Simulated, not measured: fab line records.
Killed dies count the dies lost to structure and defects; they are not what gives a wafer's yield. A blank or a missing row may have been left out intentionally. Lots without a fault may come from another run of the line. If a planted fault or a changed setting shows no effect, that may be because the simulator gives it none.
Which tool is to blame? | flow n5 finfet | 24 lots with 72 wafers sampled at 2 steps, on a route of 1938 steps

WHAT THE GAUGES SHOWED, per wafer
N5_BEOL_M9_CD_MEAS_28: target cd 70 nm.
lot  | measured     | on        | cd nm (nm)
L075 | day 9 04:32  | cd sem-03 | 70.20 70.27 69.69
L074 | day 9 20:11  | cd sem-02 | 70.24 69.76 70.04
L076 | day 10 04:54 | cd sem-02 | 69.88 69.84 69.96
L078 | day 10 15:56 | cd sem-03 | 70.04 70.07 70.27
L077 | day 10 16:07 | cd sem-01 | 70.19 70.02 70.40
L079 | day 11 07:39 | cd sem-02 | 70.26 70.15 70.04
L080 | day 11 07:41 | cd sem-01 | 69.39 69.73 70.08
L081 | day 11 10:02 | cd sem-01 | 70.16 69.88 70.07
L083 | day 11 13:12 | cd sem-02 | 70.05 70.28 70.47
L082 | day 11 18:39 | cd sem-03 | 70.37 70.11 70.43
L084 | day 11 18:49 | cd sem-02 | 69.66 69.77 69.87
L086 | day 12 19:01 | cd sem-02 | 70.18 70.14 70.69
L085 | day 12 21:13 | cd sem-02 | 70.20 69.74 69.88
L087 | day 12 23:16 | cd sem-01 | 69.72 69.30 70.20
L088 | day 13 03:56 | cd sem-01 | 70.23 69.86 70.06
L090 | day 13 09:51 | cd sem-02 | 69.68 69.98 69.65
L089 | day 13 19:09 | cd sem-02 | 70.17 70.19 70.26
L091 | day 13 22:55 | cd sem-01 | 70.08 70.35 70.38
L092 | day 14 08:54 | cd sem-02 | 69.58 69.87 69.97
L094 | day 14 13:32 | cd sem-03 | 69.81 70.02 69.94
L093 | day 14 14:10 | cd sem-03 | 70.42 70.29 70.72
L095 | day 14 22:04 | cd sem-01 | 70.08 69.63 69.89
L096 | day 14 23:55 | cd sem-02 | 70.08 69.67 69.73
L097 | day 15 01:02 | cd sem-02 | 70.21 70.16 70.21

N5_BEOL_M9_OVL_MEAS_29.
lot  | measured     | on         | V8_OVL (nm)
L075 | day 9 04:34  | overlay-01 | 1.3 1.0 1.0
L074 | day 9 20:13  | overlay-01 | 1.1 0.4 -0.6
L076 | day 10 04:56 | overlay-02 | -1.0 -0.3 -0.2
L078 | day 10 15:58 | overlay-01 | 0.7 0.5 0.0
L077 | day 10 16:09 | overlay-02 | -1.1 -0.2 -0.5
L079 | day 11 07:41 | overlay-02 | -1.0 -0.1 0.1
L080 | day 11 07:44 | overlay-02 | -0.6 -0.2 -1.5
L081 | day 11 10:04 | overlay-01 | 0.8 0.9 -0.7
L083 | day 11 13:14 | overlay-02 | -0.2 0.7 0.6
L082 | day 11 18:41 | overlay-02 | -0.6 -0.3 0.3
L084 | day 11 18:51 | overlay-02 | -0.9 -1.2 -0.1
L086 | day 12 19:02 | overlay-02 | 0.2 0.0 -0.4
L085 | day 12 21:16 | overlay-02 | 0.0 -0.5 1.4
L087 | day 12 23:17 | overlay-02 | 0.1 -0.6 -0.2
L088 | day 13 03:58 | overlay-02 | 0.5 0.0 -1.2
L090 | day 13 09:53 | overlay-01 | 0.7 -0.5 -0.2
L089 | day 13 19:11 | overlay-02 | 0.9 0.6 -0.5
L091 | day 13 22:58 | overlay-02 | 0.1 -1.1 0.5
L092 | day 14 08:56 | overlay-01 | 0.9 0.2 -0.1
L094 | day 14 13:35 | overlay-02 | 0.4 0.1 0.5
L093 | day 14 14:12 | overlay-01 | -1.2 0.1 -0.9
L095 | day 14 22:06 | overlay-01 | 1.2 0.5 0.2
L096 | day 14 23:56 | overlay-01 | 0.8 0.1 0.4
L097 | day 15 01:04 | overlay-02 | -0.2 -0.2 0.8

WHICH TOOL RAN EACH LOT (tool, then ch and the chambers of the sampled wafers, then the start)
Before these readings, the record contains no process step.

WHAT THE TOOLS THEMSELVES READ (means of the sampled wafers that have a number; where no wafer has one, the mark that the record gives instead)
The record holds no such reading with a usual standard deviation.

THE ANSWER, worked out from the rows above alone
Rule: usual is defined by the lots themselves. The widest of any qualifying gaps counts: lots, ordered by their means at a reading, are off when they make up no more than a third of the lots, leave a main group of 4 or more, and stand apart from it by 3 or more times the standard deviation of that group's means. If all means in a main group match to the digits the tables above print for the reading, that group is not used. Also off: a lot with no number at a reading for which 4 or more lots have one. All remaining lots with rows at the step are treated as sound. Order of review: gauges by route order, followed by the tools' own readings, for which a lot's mean as printed above is used. At the first step where some lot is off, the reading lying furthest off is the one used; lots without a number count as furthest.
Nothing can be told from this: no lot is off at any reading shown.

WHAT HAD BEEN PUT IN BY THE SIMULATOR
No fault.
